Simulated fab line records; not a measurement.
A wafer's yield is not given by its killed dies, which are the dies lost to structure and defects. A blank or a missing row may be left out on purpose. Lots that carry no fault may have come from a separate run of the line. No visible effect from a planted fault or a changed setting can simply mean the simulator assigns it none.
Which of the tools did it? :: flow nand-harc :: 24 lots with 72 wafers sampled at 4 steps, on a route of 1159 steps

WHAT EACH GAUGE READ, for each wafer
NHARC_A_M0_INSPECT_11.
lot: L075
measured: day 17 17:52
on: defect-inspect-01
raw-defect-count: 12 8 13

lot: L074
measured: day 17 18:17
on: defect-inspect-02
raw-defect-count: 36 21 34

lot: L077
measured: day 17 21:25
on: defect-inspect-02
raw-defect-count: 23 19 32

lot: L078
measured: day 17 23:13
on: defect-inspect-01
raw-defect-count: 30 20 22

lot: L079
measured: day 18 04:58
on: defect-inspect-02
raw-defect-count: 18 25 18

lot: L076
measured: day 18 08:10
on: defect-inspect-02
raw-defect-count: 25 30 26

lot: L080
measured: day 18 14:13
on: defect-inspect-01
raw-defect-count: 23 22 14

lot: L081
measured: day 19 09:11
on: defect-inspect-01
raw-defect-count: 18 24 25

lot: L084
measured: day 19 14:10
on: defect-inspect-01
raw-defect-count: 20 29 34

lot: L082
measured: day 19 22:37
on: defect-inspect-02
raw-defect-count: 31 39 33

lot: L083
measured: day 20 05:19
on: defect-inspect-02
raw-defect-count: 21 11 15

lot: L087
measured: day 20 09:48
on: defect-inspect-01
raw-defect-count: 25 19 30

lot: L085
measured: day 20 10:57
on: defect-inspect-02
raw-defect-count: 27 37 25

lot: L086
measured: day 20 13:59
on: defect-inspect-01
raw-defect-count: 42 45 37

lot: L088
measured: day 21 13:04
on: defect-inspect-01
raw-defect-count: 53 55 41

lot: L089
measured: day 21 13:28
on: defect-inspect-01
raw-defect-count: 49 53 54

lot: L090
measured: day 21 13:42
on: defect-inspect-02
raw-defect-count: 16 22 21

lot: L091
measured: day 21 18:29
on: defect-inspect-02
raw-defect-count: 65 64 69

lot: L094
measured: day 22 00:04
on: defect-inspect-01
raw-defect-count: 40 48 41

lot: L092
measured: day 22 02:28
on: defect-inspect-02
raw-defect-count: 23 40 29

lot: L093
measured: day 22 03:22
on: defect-inspect-02
raw-defect-count: 18 19 18

lot: L096
measured: day 22 17:05
on: defect-inspect-01
raw-defect-count: 27 39 41

lot: L095
measured: day 22 17:30
on: defect-inspect-01
raw-defect-count: 44 36 35

lot: L097
measured: day 23 06:25
on: defect-inspect-02
raw-defect-count: 50 45 39

NHARC_A_M0_THK_MEAS_24: measures by xrf.
lot: L075
measured: day 17 20:14
on: film-metro-02
thk-nm (nm): 112.7 115.2 115.9

lot: L074
measured: day 17 20:43
on: film-metro-01
thk-nm (nm): 113.8 112.0 114.1

lot: L077
measured: day 17 23:49
on: film-metro-01
thk-nm (nm): 113.0 116.7 113.8

lot: L078
measured: day 18 01:38
on: film-metro-02
thk-nm (nm): 112.6 112.0 111.8

lot: L079
measured: day 18 07:28
on: film-metro-02
thk-nm (nm): 115.3 116.6 115.4

lot: L076
measured: day 18 10:32
on: film-metro-01
thk-nm (nm): 112.2 113.3 112.5

lot: L080
measured: day 18 16:41
on: film-metro-02
thk-nm (nm): 115.1 112.1 114.5

lot: L081
measured: day 19 11:35
on: film-metro-01
thk-nm (nm): 115.3 113.0 115.3

lot: L084
measured: day 19 16:36
on: film-metro-02
thk-nm (nm): 111.9 114.7 112.9

lot: L082
measured: day 20 01:01
on: film-metro-01
thk-nm (nm): 110.5 111.2 113.2

lot: L083
measured: day 20 07:43
on: film-metro-01
thk-nm (nm): 114.0 114.2 112.6

lot: L087
measured: day 20 12:25
on: film-metro-01
thk-nm (nm): 110.3 114.7 114.2

lot: L085
measured: day 20 13:27
on: film-metro-01
thk-nm (nm): 113.3 114.2 117.1

lot: L086
measured: day 20 16:21
on: film-metro-02
thk-nm (nm): 117.6 118.3 114.3

lot: L088
measured: day 21 15:26
on: film-metro-01
thk-nm (nm): 117.5 116.8 114.8

lot: L089
measured: day 21 15:52
on: film-metro-02
thk-nm (nm): 112.3 113.2 114.8

lot: L090
measured: day 21 16:08
on: film-metro-02
thk-nm (nm): 110.6 113.1 114.3

lot: L091
measured: day 21 20:53
on: film-metro-01
thk-nm (nm): 110.7 113.5 111.6

lot: L094
measured: day 22 02:28
on: film-metro-02
thk-nm (nm): 113.8 112.2 115.9

lot: L092
measured: day 22 04:53
on: film-metro-02
thk-nm (nm): 113.9 113.1 116.3

lot: L093
measured: day 22 05:50
on: film-metro-02
thk-nm (nm): 116.0 112.6 115.7

lot: L096
measured: day 22 19:31
on: film-metro-01
thk-nm (nm): 110.3 113.3 112.6

lot: L095
measured: day 22 19:59
on: film-metro-01
thk-nm (nm): 113.2 115.5 116.3

lot: L097
measured: day 23 09:06
on: film-metro-01
thk-nm (nm): 114.2 113.1 112.5

TOOL THAT RAN EACH LOT (tool first, then ch and the chambers of the sampled wafers, then the start)
lot: L075
NHARC_A_BLC_PVD_32: pvd-sputter-01, day 17 17:52 or earlier
NHARC_A_M0_DEGAS_28: pvd-sputter-01, day 17 18:51

lot: L074
NHARC_A_BLC_PVD_32: pvd-sputter-03, day 17 18:17 or earlier
NHARC_A_M0_DEGAS_28: pvd-sputter-01, day 17 19:16

lot: L077
NHARC_A_BLC_PVD_32: pvd-sputter-02, day 17 21:25 or earlier
NHARC_A_M0_DEGAS_28: pvd-sputter-01, day 17 22:24

lot: L078
NHARC_A_BLC_PVD_32: pvd-sputter-01, day 17 23:13 or earlier
NHARC_A_M0_DEGAS_28: pvd-sputter-02, day 18 00:16

lot: L079
NHARC_A_BLC_PVD_32: pvd-sputter-03, day 18 04:58 or earlier
NHARC_A_M0_DEGAS_28: pvd-sputter-02, day 18 06:04

lot: L076
NHARC_A_BLC_PVD_32: pvd-sputter-01, day 18 08:10 or earlier
NHARC_A_M0_DEGAS_28: pvd-sputter-03, day 18 09:08

lot: L080
NHARC_A_BLC_PVD_32: pvd-sputter-03, day 18 14:13 or earlier
NHARC_A_M0_DEGAS_28: pvd-sputter-03, day 18 15:16

lot: L081
NHARC_A_BLC_PVD_32: pvd-sputter-03, day 19 09:11 or earlier
NHARC_A_M0_DEGAS_28: pvd-sputter-01, day 19 10:11

lot: L084
NHARC_A_BLC_PVD_32: pvd-sputter-02, day 19 14:10 or earlier
NHARC_A_M0_DEGAS_28: pvd-sputter-02, day 19 15:13

lot: L082
NHARC_A_BLC_PVD_32: pvd-sputter-02, day 19 22:37 or earlier
NHARC_A_M0_DEGAS_28: pvd-sputter-03, day 19 23:35

lot: L083
NHARC_A_BLC_PVD_32: pvd-sputter-03, day 20 05:19 or earlier
NHARC_A_M0_DEGAS_28: pvd-sputter-02, day 20 06:17

lot: L087
NHARC_A_BLC_PVD_32: pvd-sputter-02, day 20 09:48 or earlier
NHARC_A_M0_DEGAS_28: pvd-sputter-02, day 20 10:53

lot: L085
NHARC_A_BLC_PVD_32: pvd-sputter-02, day 20 10:57 or earlier
NHARC_A_M0_DEGAS_28: pvd-sputter-02, day 20 12:03

lot: L086
NHARC_A_BLC_PVD_32: pvd-sputter-01, day 20 13:59 or earlier
NHARC_A_M0_DEGAS_28: pvd-sputter-03, day 20 14:57

lot: L088
NHARC_A_BLC_PVD_32: pvd-sputter-01, day 21 13:04 or earlier
NHARC_A_M0_DEGAS_28: pvd-sputter-03, day 21 14:03

lot: L089
NHARC_A_BLC_PVD_32: pvd-sputter-02, day 21 13:28 or earlier
NHARC_A_M0_DEGAS_28: pvd-sputter-02, day 21 14:28

lot: L090
NHARC_A_BLC_PVD_32: pvd-sputter-01, day 21 13:42 or earlier
NHARC_A_M0_DEGAS_28: pvd-sputter-01, day 21 14:44

lot: L091
NHARC_A_BLC_PVD_32: pvd-sputter-03, day 21 18:29 or earlier
NHARC_A_M0_DEGAS_28: pvd-sputter-01, day 21 19:28

lot: L094
NHARC_A_BLC_PVD_32: pvd-sputter-02, day 22 00:04 or earlier
NHARC_A_M0_DEGAS_28: pvd-sputter-01, day 22 01:04

lot: L092
NHARC_A_BLC_PVD_32: pvd-sputter-01, day 22 02:28 or earlier
NHARC_A_M0_DEGAS_28: pvd-sputter-02, day 22 03:30

lot: L093
NHARC_A_BLC_PVD_32: pvd-sputter-02, day 22 03:22 or earlier
NHARC_A_M0_DEGAS_28: pvd-sputter-02, day 22 04:23

lot: L096
NHARC_A_BLC_PVD_32: pvd-sputter-03, day 22 17:05 or earlier
NHARC_A_M0_DEGAS_28: pvd-sputter-02, day 22 18:07

lot: L095
NHARC_A_BLC_PVD_32: pvd-sputter-02, day 22 17:30 or earlier
NHARC_A_M0_DEGAS_28: pvd-sputter-03, day 22 18:35

lot: L097
NHARC_A_BLC_PVD_32: pvd-sputter-03, day 23 06:25 or earlier
NHARC_A_M0_DEGAS_28: pvd-sputter-03, day 23 07:25
- NHARC_A_BLC_PVD_32: deposits Ti, target thk 5 nm, time 17.7 s.
- NHARC_A_M0_DEGAS_28: time 60 s.

WHAT THE TOOLS THEMSELVES READ (means of the sampled wafers that have a number; where no wafer has one, the mark that the record gives instead)
NHARC_A_BLC_PVD_32.
lot: L075
tool: pvd-sputter-01
cathode-dc-power-W (W): 4998.8
throttle-valve-pct (%): 31.4

lot: L074
tool: pvd-sputter-03
cathode-dc-power-W (W): 4999.9
throttle-valve-pct (%): 30.3

lot: L077
tool: pvd-sputter-02
cathode-dc-power-W (W): 5000.7
throttle-valve-pct (%): 29.6

lot: L078
tool: pvd-sputter-01
cathode-dc-power-W (W): 4999.9
throttle-valve-pct (%): 30.8

lot: L079
tool: pvd-sputter-03
cathode-dc-power-W (W): 5000.8
throttle-valve-pct (%): 30.4

lot: L076
tool: pvd-sputter-01
cathode-dc-power-W (W): 5000.5
throttle-valve-pct (%): 30.9

lot: L080
tool: pvd-sputter-03
cathode-dc-power-W (W): 4999.5
throttle-valve-pct (%): 30.1

lot: L081
tool: pvd-sputter-03
cathode-dc-power-W (W): 5001.0
throttle-valve-pct (%): 30.3

lot: L084
tool: pvd-sputter-02
cathode-dc-power-W (W): 5001.0
throttle-valve-pct (%): 29.0

lot: L082
tool: pvd-sputter-02
cathode-dc-power-W (W): 5000.7
throttle-valve-pct (%): 29.4

lot: L083
tool: pvd-sputter-03
cathode-dc-power-W (W): 4999.8
throttle-valve-pct (%): 30.4

lot: L087
tool: pvd-sputter-02
cathode-dc-power-W (W): 4999.8
throttle-valve-pct (%): 29.3

lot: L085
tool: pvd-sputter-02
cathode-dc-power-W (W): 4999.6
throttle-valve-pct (%): 29.1

lot: L086
tool: pvd-sputter-01
cathode-dc-power-W (W): 5000.2
throttle-valve-pct (%): 29.8

lot: L088
tool: pvd-sputter-01
cathode-dc-power-W (W): 5000.2
throttle-valve-pct (%): 30.3

lot: L089
tool: pvd-sputter-02
cathode-dc-power-W (W): 5000.4
throttle-valve-pct (%): 29.4

lot: L090
tool: pvd-sputter-01
cathode-dc-power-W (W): 5000.0
throttle-valve-pct (%): 29.6

lot: L091
tool: pvd-sputter-03
cathode-dc-power-W (W): 4999.6
throttle-valve-pct (%): 30.2

lot: L094
tool: pvd-sputter-02
cathode-dc-power-W (W): 4999.7
throttle-valve-pct (%): 29.1

lot: L092
tool: pvd-sputter-01
cathode-dc-power-W (W): 5000.3
throttle-valve-pct (%): 31.5

lot: L093
tool: pvd-sputter-02
cathode-dc-power-W (W): 4998.8
throttle-valve-pct (%): 29.4

lot: L096
tool: pvd-sputter-03
cathode-dc-power-W (W): 5000.4
throttle-valve-pct (%): 30.3

lot: L095
tool: pvd-sputter-02
cathode-dc-power-W (W): 5000.4
throttle-valve-pct (%): 28.6

lot: L097
tool: pvd-sputter-03
cathode-dc-power-W (W): 5000.0
throttle-valve-pct (%): 29.8

NHARC_A_M0_DEGAS_28.
lot: L075
tool: pvd-sputter-01
heater-power-w (W): 326

lot: L074
tool: pvd-sputter-01
heater-power-w (W): 321

lot: L077
tool: pvd-sputter-01
heater-power-w (W): 320

lot: L078
tool: pvd-sputter-02
heater-power-w (W): 298

lot: L079
tool: pvd-sputter-02
heater-power-w (W): 305

lot: L076
tool: pvd-sputter-03
heater-power-w (W): 324

lot: L080
tool: pvd-sputter-03
heater-power-w (W): 331

lot: L081
tool: pvd-sputter-01
heater-power-w (W): 323

lot: L084
tool: pvd-sputter-02
heater-power-w (W): 302

lot: L082
tool: pvd-sputter-03
heater-power-w (W): 317

lot: L083
tool: pvd-sputter-02
heater-power-w (W): 300

lot: L087
tool: pvd-sputter-02
heater-power-w (W): 305

lot: L085
tool: pvd-sputter-02
heater-power-w (W): 308

lot: L086
tool: pvd-sputter-03
heater-power-w (W): 333

lot: L088
tool: pvd-sputter-03
heater-power-w (W): 327

lot: L089
tool: pvd-sputter-02
heater-power-w (W): 290

lot: L090
tool: pvd-sputter-01
heater-power-w (W): 316

lot: L091
tool: pvd-sputter-01
heater-power-w (W): 311

lot: L094
tool: pvd-sputter-01
heater-power-w (W): 278

lot: L092
tool: pvd-sputter-02
heater-power-w (W): 296

lot: L093
tool: pvd-sputter-02
heater-power-w (W): 311

lot: L096
tool: pvd-sputter-02
heater-power-w (W): 310

lot: L095
tool: pvd-sputter-03
heater-power-w (W): 327

lot: L097
tool: pvd-sputter-03
heater-power-w (W): 323

THE ANSWER, worked out from the rows above alone
Rule: the lots themselves supply what counts as usual. Put in order of their means at a reading, lots are off if they are a third of the lots or fewer, leave a main group of 4 or more, and stand apart from it by a gap of 3 or more times the standard deviation of the main group's means; of several such gaps the widest counts. The tables above print the reading to a certain number of digits; a main group whose means all agree to those digits is not used. Also off: a lot with no number at a reading for which 4 or more lots have one. All remaining lots with rows at the step are treated as sound. First the gauges in route order, then the tools' own readings, where a lot's mean is used as printed above. The first step at which some lot is off is used, and at that step the reading that is off furthest; a lot without a number counts as furthest.
None of the lots is off at any reading shown; this tells nothing.

WHAT THE SIMULATOR HAD INSERTED
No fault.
